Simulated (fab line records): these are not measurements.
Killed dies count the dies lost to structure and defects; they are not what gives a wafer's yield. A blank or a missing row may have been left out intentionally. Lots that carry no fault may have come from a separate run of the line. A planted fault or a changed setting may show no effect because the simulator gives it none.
Matching of chambers -- flow n5Finfet -- N5_BEOL_M0_SAQP_PECVD_04 on pecvd-03: 3 sister chambers
The step deposits a-Si from SiH4/He, target thk 60 nm, time 60.2 s. 3 wafers are shown with their chamber, then 9 later ones without.

EACH WAFER AND ITS CHAMBER
wafer,chamber,showerheadPlenumPTorr (Torr)
L082.4,0,5.66
L084.5,1,5.75
L084.6,2,5.72

WAFERS WITH NO CHAMBER GIVEN
wafer,showerheadPlenumPTorr (Torr)
L085.3,5.73
L085.4,5.74
L085.5,5.66
L088.1,5.65
L088.2,5.75
L088.3,5.73
L095.1,5.71
L095.2,5.76
L095.5,5.75

CHAMBER TAKEN BY EACH
wafer,from the rows above,in truth
L085.3,can't be placed: 2 or 1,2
L085.4,can't be placed: 1 or 2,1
L085.5,0,0
L088.1,0,0
L088.2,1,1
L088.3,can't be placed: 2 or 1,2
L095.1,2,2
L095.2,1,1
L095.5,1,1
Placed correctly: 6 of 9. From these rows, 3 cannot be placed; in 3 the true chamber is one of the candidates. Wrongly placed: 0.
How it was worked out, from the rows above alone: a wafer's distance from a chamber is the root of the sum, over the readings, of the square of ((its reading less the chamber's mean) divided by the reading's scatter). If the next closest chamber is less than 2 further off than the closest, the wafer can't be placed; otherwise it belongs to the closest. For every chamber, the mean is computed from those of its wafers that are shown. The scatter (one wafer shown for each chamber): square how far every hidden wafer sits from the nearest shown wafer, average those squares and take the square root.
